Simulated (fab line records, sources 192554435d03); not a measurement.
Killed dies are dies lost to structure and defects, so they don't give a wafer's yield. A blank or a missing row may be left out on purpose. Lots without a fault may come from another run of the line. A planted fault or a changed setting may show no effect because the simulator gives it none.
Which tool did it? | flow n5_finfet | 24 lots, 72 wafers sampled, at 6 steps of a route of 1938

WHAT THE GAUGES READ, wafer by wafer
The record holds no reading of a measuring or inspecting step that can be judged against a usual standard deviation.

WHICH TOOL RAN EACH LOT (tool, then ch and the chambers of the sampled wafers, then the start)
lot  | N5_BEOL_M4_STRIP_97                           | N5_BEOL_M4_ALD_84                   | N5_BEOL_M4_SURFACE_TREAT_85  | N5_BEOL_M4_SPUTTER_86        | N5_BEOL_M4_SPUTTER_88        | N5_BEOL_M4_CMP_52
L074 | rie_diel-01 ch 0,2,3, day 8 03:01 or earlier  | ald_metal-03 ch 0,2,3, day 8 03:01  | pvd_sputter-02, day 8 03:17  | pvd_sputter-01, day 8 04:10  | pvd_sputter-01, day 8 04:23  | cmp-04 ch 0,3, day 8 05:46
L075 | rie_diel-02 ch 2,3, day 8 04:36 or earlier    | ald_metal-03 ch 0,1,2, day 8 04:36  | pvd_sputter-02, day 8 04:53  | pvd_sputter-03, day 8 06:26  | pvd_sputter-03, day 8 06:40  | cmp-01 ch 2,3, day 8 08:06
L076 | rie_diel-01 ch 0,1, day 9 00:58 or earlier    | ald_metal-04 ch 0,1,3, day 9 00:58  | pvd_sputter-03, day 9 01:11  | pvd_sputter-02, day 9 02:09  | pvd_sputter-02, day 9 02:22  | cmp-04 ch 0,1,3, day 9 03:49
L078 | rie_diel-06 ch 1,2,3, day 9 03:50 or earlier  | ald_metal-02 ch 0,2,3, day 9 03:50  | pvd_sputter-01, day 9 04:03  | pvd_sputter-01, day 9 05:00  | pvd_sputter-01, day 9 05:13  | cmp-04 ch 0,1, day 9 07:50
L077 | rie_diel-01 ch 0,1,2, day 9 07:20 or earlier  | ald_metal-04 ch 0,2, day 9 07:20    | pvd_sputter-03, day 9 07:34  | pvd_sputter-03, day 9 08:38  | pvd_sputter-03, day 9 08:52  | cmp-01 ch 1,3, day 9 10:16
L079 | rie_diel-06 ch 1,2, day 9 07:29 or earlier    | ald_metal-02 ch 1,2,3, day 9 07:29  | pvd_sputter-03, day 9 07:49  | pvd_sputter-02, day 9 10:09  | pvd_sputter-02, day 9 10:22  | cmp-02 ch 1,2,3, day 9 11:52
L081 | rie_diel-02 ch 1,2,3, day 9 15:58 or earlier  | ald_metal-02 ch 0,1, day 9 15:58    | pvd_sputter-02, day 9 16:14  | pvd_sputter-01, day 9 17:12  | pvd_sputter-01, day 9 17:25  | cmp-01 ch 0,1,2, day 9 18:50
L080 | rie_diel-06 ch 1,3, day 9 19:02 or earlier    | ald_metal-02 ch 1,2,3, day 9 19:02  | pvd_sputter-03, day 9 19:16  | pvd_sputter-02, day 9 20:13  | pvd_sputter-02, day 9 20:26  | cmp-01 ch 0,1, day 9 21:55
L082 | rie_diel-06 ch 1,2,3, day 10 02:51 or earlier | ald_metal-02 ch 0,1,2, day 10 02:51 | pvd_sputter-03, day 10 03:16 | pvd_sputter-02, day 10 04:13 | pvd_sputter-02, day 10 04:26 | cmp-02 ch 0,2,3, day 10 06:22
L083 | rie_diel-02 ch 0,1,3, day 10 17:19 or earlier | ald_metal-04 ch 0,1, day 10 17:19   | pvd_sputter-02, day 10 17:34 | pvd_sputter-02, day 10 18:35 | pvd_sputter-02, day 10 18:48 | cmp-01 ch 1,3, day 10 20:25
L084 | rie_diel-01 ch 0,1,3, day 10 20:54 or earlier | ald_metal-03 ch 0,1,2, day 10 20:54 | pvd_sputter-03, day 10 21:38 | pvd_sputter-03, day 10 22:39 | pvd_sputter-03, day 10 22:52 | cmp-04 ch 0,2,3, day 11 00:37
L085 | rie_diel-02 ch 0,1,3, day 10 23:55 or earlier | ald_metal-02 ch 0,2,3, day 10 23:55 | pvd_sputter-01, day 11 00:08 | pvd_sputter-02, day 11 01:01 | pvd_sputter-02, day 11 01:14 | cmp-02 ch 0,1,3, day 11 02:37
L087 | rie_diel-02 ch 0,2,3, day 11 02:52 or earlier | ald_metal-04 ch 0,1,2, day 11 02:52 | pvd_sputter-02, day 11 03:08 | pvd_sputter-02, day 11 04:01 | pvd_sputter-02, day 11 04:14 | cmp-04 ch 0,2,3, day 11 05:37
L086 | rie_diel-01 ch 0,1, day 11 05:58 or earlier   | ald_metal-04 ch 0,1,2, day 11 05:58 | pvd_sputter-01, day 11 06:14 | pvd_sputter-02, day 11 07:08 | pvd_sputter-02, day 11 07:22 | cmp-02 ch 0,1,2, day 11 08:54
L088 | rie_diel-06 ch 0,2,3, day 12 05:20 or earlier | ald_metal-03 ch 0,2, day 12 05:20   | pvd_sputter-01, day 12 05:42 | pvd_sputter-02, day 12 07:20 | pvd_sputter-02, day 12 07:33 | cmp-02 ch 0,1,2, day 12 08:56
L090 | rie_diel-02 ch 0,1,2, day 12 08:41 or earlier | ald_metal-02 ch 0,1, day 12 08:41   | pvd_sputter-02, day 12 08:58 | pvd_sputter-01, day 12 09:53 | pvd_sputter-01, day 12 10:06 | cmp-01 ch 0,2,3, day 12 11:37
L089 | rie_diel-02 ch 0,2,3, day 12 09:08 or earlier | ald_metal-04 ch 0,3, day 12 09:08   | pvd_sputter-02, day 12 09:25 | pvd_sputter-02, day 12 10:29 | pvd_sputter-02, day 12 10:43 | cmp-01 ch 1,3, day 12 12:05
L091 | rie_diel-06 ch 0,1,3, day 12 15:13 or earlier | ald_metal-04 ch 0,2, day 12 15:13   | pvd_sputter-02, day 12 15:29 | pvd_sputter-03, day 12 16:35 | pvd_sputter-03, day 12 16:49 | cmp-04 ch 0,1, day 12 18:11
L093 | rie_diel-02 ch 1,2,3, day 12 20:42 or earlier | ald_metal-02 ch 0,2,3, day 12 20:42 | pvd_sputter-01, day 12 21:08 | pvd_sputter-01, day 12 23:57 | pvd_sputter-01, day 13 00:10 | cmp-02 ch 0,2,3, day 13 01:33
L092 | rie_diel-01 ch 2,3, day 13 05:14 or earlier   | ald_metal-02 ch 1,2,3, day 13 05:14 | pvd_sputter-03, day 13 05:31 | pvd_sputter-03, day 13 06:24 | pvd_sputter-03, day 13 06:37 | cmp-02 ch 0,3, day 13 08:02
L094 | rie_diel-01 ch 1,2,3, day 13 12:04 or earlier | ald_metal-02 ch 0,3, day 13 12:04   | pvd_sputter-01, day 13 12:18 | pvd_sputter-01, day 13 13:17 | pvd_sputter-01, day 13 13:30 | cmp-01 ch 0,3, day 13 14:52
L095 | rie_diel-01 ch 0,1,3, day 13 12:27 or earlier | ald_metal-03 ch 0,1,3, day 13 12:27 | pvd_sputter-02, day 13 12:49 | pvd_sputter-01, day 13 15:07 | pvd_sputter-01, day 13 15:20 | cmp-02 ch 0,1,2, day 13 17:02
L097 | rie_diel-01 ch 0,1,2, day 13 21:28 or earlier | ald_metal-03 ch 2,3, day 13 21:28   | pvd_sputter-02, day 13 21:44 | pvd_sputter-02, day 13 22:37 | pvd_sputter-02, day 13 22:50 | cmp-04 ch 1,2,3, day 14 00:20
L096 | rie_diel-06 ch 1,2,3, day 14 00:57 or earlier | ald_metal-02 ch 1,2, day 14 00:57   | pvd_sputter-02, day 14 01:14 | pvd_sputter-02, day 14 02:07 | pvd_sputter-02, day 14 02:20 | cmp-02 ch 1,2, day 14 03:42
- N5_BEOL_M4_STRIP_97: strips in N2/H2, time 10 s.
- N5_BEOL_M4_ALD_84: deposits TaN, pulse time 2 s, purge time 3 s, co reactant purge time 2 s.
- N5_BEOL_M4_SURFACE_TREAT_85
- N5_BEOL_M4_SPUTTER_86: material Cu, target thk 4.5 nm, time 8.29 s.
- N5_BEOL_M4_SPUTTER_88: material Cu, target thk 4.5 nm, time 8.29 s.
- N5_BEOL_M4_CMP_52: polishes, stops on SiOC, t overpolish 6.8 s, target thk 40 nm.

WHAT THE TOOLS THEMSELVES READ (means of the sampled wafers that have a number; where no wafer has one, the mark that the record gives instead)
N5_BEOL_M4_STRIP_97.
lot  | tool        | drypump_motor_current_A (A) | h2_flow_sccm (sccm) | n2_flow_sccm (sccm) | oes_product_au (a.u.) | rf_vpp_V (V) | showerhead_plenum_p_Torr (Torr) | throttle_valve_pct (%)
L074 | rie_diel-01 | 5.68                        | 200.1               | 200.0               | 0.76                  | 58.0         | 2.45                            | 23.7
L075 | rie_diel-02 | 5.61                        | 200.4               | 200.4               | 0.84                  | 59.9         | 2.51                            | 23.1
L076 | rie_diel-01 | 5.57                        | 200.1               | 199.9               | 0.91                  | 58.6         | 2.59                            | 24.1
L078 | rie_diel-06 | 5.45                        | 200.0               | 199.9               | 0.87                  | 58.9         | 2.57                            | 23.6
L077 | rie_diel-01 | 5.71                        | 199.3               | 200.1               | 0.84                  | 59.5         | 2.52                            | 23.9
L079 | rie_diel-06 | 5.42                        | 200.2               | 200.3               | 0.89                  | 59.6         | 2.60                            | 23.4
L081 | rie_diel-02 | 5.70                        | 200.2               | 199.8               | 0.83                  | 59.4         | 2.58                            | 23.2
L080 | rie_diel-06 | 5.52                        | 200.0               | 200.4               | 0.85                  | 58.7         | 2.53                            | 23.8
L082 | rie_diel-06 | 5.47                        | 200.1               | 200.8               | 0.86                  | 59.2         | 2.57                            | 23.6
L083 | rie_diel-02 | 5.89                        | 200.2               | 199.8               | 0.82                  | 59.5         | 2.60                            | 23.4
L084 | rie_diel-01 | 5.57                        | 199.7               | 199.9               | 0.88                  | 59.7         | 2.61                            | 23.7
L085 | rie_diel-02 | 5.87                        | 200.3               | 200.3               | 0.80                  | 58.9         | 2.60                            | 23.4
L087 | rie_diel-02 | 5.81                        | 199.9               | 199.8               | 0.79                  | 59.7         | 2.53                            | 23.4
L086 | rie_diel-01 | 5.55                        | 199.7               | 199.4               | 0.87                  | 59.6         | 2.59                            | 24.1
L088 | rie_diel-06 | 5.37                        | 199.9               | 200.2               | 0.79                  | 58.8         | 2.47                            | 23.9
L090 | rie_diel-02 | 5.63                        | 199.6               | 199.1               | 0.85                  | 59.3         | 2.60                            | 23.5
L089 | rie_diel-02 | 5.82                        | 200.0               | 199.8               | 0.79                  | 58.7         | 2.52                            | 23.4
L091 | rie_diel-06 | 5.65                        | 200.1               | 200.3               | 0.79                  | 59.2         | 2.51                            | 23.9
L093 | rie_diel-02 | 5.69                        | 199.8               | 200.0               | 0.80                  | 59.1         | 2.56                            | 23.2
L092 | rie_diel-01 | 5.63                        | 199.9               | 199.4               | 0.84                  | 59.4         | 2.60                            | 23.2
L094 | rie_diel-01 | 5.63                        | 199.8               | 200.0               | 0.84                  | 59.2         | 2.58                            | 23.6
L095 | rie_diel-01 | 5.60                        | 199.1               | 199.5               | 0.86                  | 59.4         | 2.60                            | 23.7
L097 | rie_diel-01 | 5.70                        | 200.2               | 200.3               | 0.79                  | 60.1         | 2.51                            | 23.9
L096 | rie_diel-06 | 5.46                        | 199.7               | 199.7               | 0.82                  | 59.1         | 2.55                            | 23.7

N5_BEOL_M4_ALD_84.
lot  | tool         | chamber_pressure_Torr (Torr) | heater_power_outer_w (W) | heater_power_w (W)
L074 | ald_metal-03 | 2.998                        | 231                      | 409
L075 | ald_metal-03 | 3.004                        | 218                      | 391
L076 | ald_metal-04 | 3.000                        | 205                      | 391
L078 | ald_metal-02 | 3.001                        | 257                      | 469
L077 | ald_metal-04 | 3.001                        | 224                      | 425
L079 | ald_metal-02 | 3.002                        | 236                      | 435
L081 | ald_metal-02 | 2.998                        | 273                      | 474
L080 | ald_metal-02 | 3.000                        | 234                      | 446
L082 | ald_metal-02 | 3.008                        | 259                      | 452
L083 | ald_metal-04 | 3.002                        | 204                      | 381
L084 | ald_metal-03 | 2.991                        | 220                      | 395
L085 | ald_metal-02 | 3.000                        | 260                      | 466
L087 | ald_metal-04 | 2.998                        | 214                      | 400
L086 | ald_metal-04 | 2.999                        | 212                      | 401
L088 | ald_metal-03 | 2.993                        | 220                      | 390
L090 | ald_metal-02 | 2.996                        | 249                      | 442
L089 | ald_metal-04 | 2.998                        | 209                      | 409
L091 | ald_metal-04 | 3.000                        | 211                      | 401
L093 | ald_metal-02 | 3.005                        | 252                      | 463
L092 | ald_metal-02 | 3.004                        | 239                      | 441
L094 | ald_metal-02 | 3.000                        | 274                      | 485
L095 | ald_metal-03 | 3.003                        | 227                      | 403
L097 | ald_metal-03 | 3.003                        | 241                      | 423
L096 | ald_metal-02 | 2.997                        | 234                      | 433

N5_BEOL_M4_SPUTTER_86.
lot  | tool           | chuck_gas_flow_sccm (sccm) | throttle_valve_pct (%)
L074 | pvd_sputter-01 | 1.28                       | 28.9
L075 | pvd_sputter-03 | 1.29                       | 30.7
L076 | pvd_sputter-02 | 1.29                       | 29.2
L078 | pvd_sputter-01 | 1.34                       | 28.3
L077 | pvd_sputter-03 | 1.27                       | 30.8
L079 | pvd_sputter-02 | 1.28                       | 29.6
L081 | pvd_sputter-01 | 1.25                       | 29.1
L080 | pvd_sputter-02 | 1.25                       | 29.3
L082 | pvd_sputter-02 | 1.25                       | 29.4
L083 | pvd_sputter-02 | 1.22                       | 28.4
L084 | pvd_sputter-03 | 1.26                       | 30.7
L085 | pvd_sputter-02 | 1.22                       | 29.3
L087 | pvd_sputter-02 | 1.23                       | 28.6
L086 | pvd_sputter-02 | 1.29                       | 28.7
L088 | pvd_sputter-02 | 1.24                       | 29.2
L090 | pvd_sputter-01 | 1.31                       | 29.4
L089 | pvd_sputter-02 | 1.25                       | 29.2
L091 | pvd_sputter-03 | 1.20                       | 31.0
L093 | pvd_sputter-01 | 1.27                       | 29.2
L092 | pvd_sputter-03 | 1.23                       | 30.6
L094 | pvd_sputter-01 | 1.30                       | 28.6
L095 | pvd_sputter-01 | 1.26                       | 28.2
L097 | pvd_sputter-02 | 1.25                       | 30.1
L096 | pvd_sputter-02 | 1.24                       | 29.1

N5_BEOL_M4_SPUTTER_88.
lot  | tool           | chuck_gas_flow_sccm (sccm) | throttle_valve_pct (%)
L074 | pvd_sputter-01 | 1.32                       | 29.0
L075 | pvd_sputter-03 | 1.21                       | 30.8
L076 | pvd_sputter-02 | 1.26                       | 29.2
L078 | pvd_sputter-01 | 1.32                       | 28.2
L077 | pvd_sputter-03 | 1.26                       | 30.6
L079 | pvd_sputter-02 | 1.25                       | 29.3
L081 | pvd_sputter-01 | 1.31                       | 29.1
L080 | pvd_sputter-02 | 1.22                       | 29.3
L082 | pvd_sputter-02 | 1.27                       | 29.4
L083 | pvd_sputter-02 | 1.27                       | 28.4
L084 | pvd_sputter-03 | 1.28                       | 30.6
L085 | pvd_sputter-02 | 1.22                       | 29.4
L087 | pvd_sputter-02 | 1.29                       | 28.7
L086 | pvd_sputter-02 | 1.23                       | 28.6
L088 | pvd_sputter-02 | 1.27                       | 29.2
L090 | pvd_sputter-01 | 1.27                       | 29.6
L089 | pvd_sputter-02 | 1.26                       | 29.2
L091 | pvd_sputter-03 | 1.21                       | 30.9
L093 | pvd_sputter-01 | 1.25                       | 29.1
L092 | pvd_sputter-03 | 1.22                       | 30.6
L094 | pvd_sputter-01 | 1.27                       | 28.6
L095 | pvd_sputter-01 | 1.27                       | 28.4
L097 | pvd_sputter-02 | 1.19                       | 30.0
L096 | pvd_sputter-02 | 1.28                       | 29.2

N5_BEOL_M4_CMP_52.
lot  | tool   | barrier_field_endpoint_s (s) | motor_current_A (A) | overpolish_run_s (s) | slurry_flow_ml_min | time_to_endpoint_s (s)
L074 | cmp-04 | 25.1                         | 5.7                 | 6.806                | 149.9              | 65.1
L075 | cmp-01 | 23.8                         | 5.5                 | 6.804                | 149.6              | 59.9
L076 | cmp-04 | 24.6                         | 6.4                 | 6.797                | 150.1              | 64.5
L078 | cmp-04 | 25.0                         | 6.9                 | 6.808                | 150.3              | 65.5
L077 | cmp-01 | 23.5                         | 6.3                 | 6.815                | 150.0              | 59.9
L079 | cmp-02 | 24.6                         | 5.8                 | 6.798                | 149.8              | 62.4
L081 | cmp-01 | 23.6                         | 6.4                 | 6.806                | 150.0              | 58.9
L080 | cmp-01 | 23.5                         | 6.9                 | 6.803                | 150.1              | 59.4
L082 | cmp-02 | 24.5                         | 5.4                 | 6.793                | 150.1              | 60.2
L083 | cmp-01 | 23.6                         | 5.9                 | 6.797                | 149.9              | 60.5
L084 | cmp-04 | 23.6                         | 5.8                 | 6.806                | 149.8              | 58.5
L085 | cmp-02 | 24.0                         | 5.8                 | 6.799                | 150.0              | 62.3
L087 | cmp-04 | 23.6                         | 5.8                 | 6.807                | 149.9              | 60.7
L086 | cmp-02 | 24.3                         | 5.6                 | 6.802                | 150.1              | 59.5
L088 | cmp-02 | 23.8                         | 5.6                 | 6.801                | 150.2              | 61.3
L090 | cmp-01 | 23.3                         | 5.9                 | 6.797                | 149.8              | 58.7
L089 | cmp-01 | 24.0                         | 5.8                 | 6.796                | 149.5              | 59.2
L091 | cmp-04 | 24.0                         | 6.6                 | 6.795                | 150.5              | 60.1
L093 | cmp-02 | 24.5                         | 5.6                 | 6.802                | 149.7              | 61.0
L092 | cmp-02 | 24.1                         | 5.8                 | 6.795                | 149.8              | 59.6
L094 | cmp-01 | 24.6                         | 6.1                 | 6.795                | 149.9              | 61.6
L095 | cmp-02 | 23.9                         | 5.6                 | 6.799                | 149.9              | 63.9
L097 | cmp-04 | 23.7                         | 6.1                 | 6.803                | 149.9              | 62.5
L096 | cmp-02 | 24.9                         | 5.9                 | 6.799                | 150.0              | 63.3

THE ANSWER, worked out from the rows above alone
Rule: what is usual is taken from the lots themselves. Put in order of their means at a reading, lots are off if they are a third of the lots or fewer, leave a main group of 4 or more, and stand apart from it by a gap of 3 or more times the standard deviation of the main group's means; of several such gaps the widest counts. A main group whose means are all the same, to the digits that the tables above print for the reading, isn't used. A lot without any number at a reading at which 4 lots or more have one is off too. The other lots that the step has rows for count as sound. The gauges are gone through in route order, then the tools' own readings, and for those a lot's mean is taken as printed above. The first step at which some lot is off is used, and at that step the reading that is off furthest; a lot without a number counts as furthest.
No lot is off at any reading shown: from this, nothing can be told.

WHAT THE SIMULATOR HAD PUT IN
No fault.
